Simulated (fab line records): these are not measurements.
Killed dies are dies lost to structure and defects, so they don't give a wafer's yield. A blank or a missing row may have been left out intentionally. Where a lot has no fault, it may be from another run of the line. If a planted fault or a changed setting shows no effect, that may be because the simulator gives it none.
Split-lot experiment | flow n5Finfet | route with 1938 steps; 7 lots, 21 wafers read

== ON THE SPLIT ==
At N5_BEOL_M15_COAT_22 (resist thk 800 nm), the setting spinRpm was moved away from the recipe's 1704 rpm on 7 of the 21 wafers read, by -10.7% to +8.4%. The other wafers ran this setting at the recipe's value.

== FROM THE SPLIT TO THE READING: what the file shows between them, 4 steps ==
- N5_BEOL_M15_PEB_26: peb time 90 s (also split here: pebTempC)
- N5_BEOL_M15_DEVELOP_27: develop time 45 s
- N5_BEOL_M15_HARDBAKE_32: time 120 s
- N5_BEOL_M15_DESCUM_33: chemistry O2, time 7.9 s

== THE READING ==
coat_of_BEOL_M15_COAT_22.thkNm (the simulator's own value, which no gauge read), in nm, at N5_BEOL_M15_ETCH_61 (etches BARC in N2/H2, target depth 89 nm, overetch 26.7 nm, time 67.9 s). The file does not state a usual value for it. Average 718.5 nm, standard deviation 3.6 nm, over the 14 wafers here run with the recipe.

wafer  | tool, chamber at the split | spinRpm as run, rpm | against the recipe | coat_of_BEOL_M15_COAT_22.thkNm, nm | against lot-mates on the recipe
L074.1 | lithoTrack-03, 0           | 1704                | recipe             | 720.2                              | -
L074.4 | lithoTrack-03, 0           | 1704                | recipe             | 721.8                              | -
L074.5 | lithoTrack-03, 0           | 1847                | +8.4%              | 690.6                              | -30.4
L077.2 | lithoTrack-01, 0           | 1704                | recipe             | 715                                | -
L077.3 | lithoTrack-01, 0           | 1704                | recipe             | 712.8                              | -
L077.4 | lithoTrack-01, 0           | 1704                | recipe             | 713.8                              | -
L085.1 | lithoTrack-03, 0           | 1646                | -3.4%              | 729.4                              | +5.0
L085.2 | lithoTrack-03, 0           | 1704                | recipe             | 724.4                              | -
L085.4 | lithoTrack-03, 0           | 1646                | -3.4%              | 731.4                              | +7.0
L084.1 | lithoTrack-03, 0           | 1594                | -6.5%              | 742.8                              | +25.6
L084.2 | lithoTrack-03, 0           | 1704                | recipe             | 720.6                              | -
L084.5 | lithoTrack-03, 0           | 1704                | recipe             | 713.8                              | -
L087.1 | lithoTrack-03, 0           | 1704                | recipe             | 718.4                              | -
L087.2 | lithoTrack-03, 0           | 1704                | recipe             | 718.2                              | -
L087.5 | lithoTrack-03, 0           | 1704                | recipe             | 721                                | -
L086.1 | lithoTrack-03, 0           | 1704                | recipe             | 723                                | -
L086.3 | lithoTrack-03, 0           | 1704                | recipe             | 720.2                              | -
L086.6 | lithoTrack-03, 0           | 1763                | +3.5%              | 710                                | -11.6
L093.3 | lithoTrack-01, 0           | 1522                | -10.7%             | 762                                | +46.0
L093.4 | lithoTrack-01, 0           | 1704                | recipe             | 716                                | -
L093.6 | lithoTrack-01, 0           | 1522                | -10.7%             | 765.8                              | +49.8

THE FIT
A straight line over all 21 wafers: coat_of_BEOL_M15_COAT_22.thkNm changes by -3.88 nm for each +1% of spinRpm; r = -0.98; the points scatter about the line by 3.7 nm.
The same after taking each lot's own level away (the mean of its wafers on the recipe; 21 wafers): -4.06 nm for each +1%; r = -0.98; scatter 3.5 nm.
On that fit, the largest move of spinRpm shifts the reading by 43 nm.
The span of the lots' own levels, 713.87 to 724.40 nm, comes to 3.0 times the standard deviation stated above.
The two slopes are in agreement: the lot-to-lot level therefore moves the slope only a little.
Check: with one of the wafers moved furthest among these (-10.7%) left out of the fit, the line predicts +42.2 nm for it against its lot-mates. It came out at +46 nm against them.

== OTHER SPLITS APPLIED TO THESE WAFERS ==
Before the reading, these wafers also passed through other splits. Each is held against what the fit with the lots' levels taken away leaves over:
other split on the same wafers | wafers away from the commonest value | r with coat_of_BEOL_M15_COAT_22.thkNm (lot level and that fit taken away)
N5_BEOL_M14_SPUTTER_44 timeS   | 9                                    | +0.51
N5_BEOL_M14_DEP_53 timeS       | 4                                    | -0.04
N5_BEOL_M15_PEB_26 pebTempC    | 11                                   | -0.08

== THE WHOLE CHAIN: every reading that the file lists as answering this split, in the file's order ==
step                | what it does                                                            | reading                                                                         | change (the file's fit)              | r (the file's)
N5_BEOL_M15_COAT_22 | resist thk 800 nm                                                       | coat_of_BEOL_M15_COAT_22.thkNm (the simulator's own value, which no gauge read) | -4.12 nm for each +1% of the setting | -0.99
N5_BEOL_M15_ETCH_61 | etches BARC in N2/H2, target depth 89 nm, overetch 26.7 nm, time 67.9 s | coat_of_BEOL_M15_COAT_22.thkNm (the simulator's own value, which no gauge read) | -3.97 nm for each +1% of the setting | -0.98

== FILE'S OWN FIT ==
coat_of_BEOL_M15_COAT_22.thkNm changes by -3.97 nm for each +1% of spinRpm, r = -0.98.
